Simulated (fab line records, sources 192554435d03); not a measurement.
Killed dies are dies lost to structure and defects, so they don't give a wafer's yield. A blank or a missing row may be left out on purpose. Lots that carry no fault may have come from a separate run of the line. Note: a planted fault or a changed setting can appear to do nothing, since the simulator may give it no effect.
Chamber matching	flow n5Finfet	N5_DUMMY_GATE_ETCH_29 on rieDiel-03 has 4 sister chambers
The step etches underlayer in N2/H2, target depth 13 nm. 8 wafers are shown with their chamber, then 11 later ones without.

WAFERS PAIRED WITH THEIR CHAMBERS
wafer	chamber	drypumpMotorCurrentA (A)	throttleValvePct (%)
L082.6	2	5.0	17.84
L083.3	1	5.6	18.13
L083.4	1	5.6	18.12
L083.5	3	6.2	17.83
L085.1	2	5.1	17.85
L085.4	0	5.0	17.34
L085.6	3	6.2	17.83
L091.2	0	5.0	17.36

WAFERS MISSING THEIR CHAMBER
wafer	drypumpMotorCurrentA (A)	throttleValvePct (%)
L091.3	5.6	18.15
L091.4	6.2	17.85
L092.2	5.1	17.88
L092.4	5.0	17.36
L092.6	5.6	18.16
L094.2	6.2	17.85
L094.3	5.1	17.87
L094.5	5.6	18.16
L095.1	5.6	18.17
L095.2	5.1	17.87
L095.4	6.2	17.88

EACH ONE'S CHAMBER
wafer	from the rows above	in truth
L091.3	1	1
L091.4	3	3
L092.2	2	2
L092.4	0	0
L092.6	1	1
L094.2	3	3
L094.3	2	2
L094.5	1	1
L095.1	1	1
L095.2	2	2
L095.4	3	3
Placed correctly: 11 of 11. Not placeable from these rows: 0. Wrongly placed: 0.
How it was worked out, from the rows above alone: a wafer's distance from a chamber is the root of the sum, over the readings, of the square of ((its reading less the chamber's mean) divided by the reading's scatter). The wafer belongs to the nearest chamber; if the next one is less than 2 further off, it can't be placed. A chamber's mean is the mean of its shown wafers. How the scatter is found: for the shown wafers, subtract from each reading the mean of its chamber, square and add these, divide the total by (wafers less chambers), then take the root.
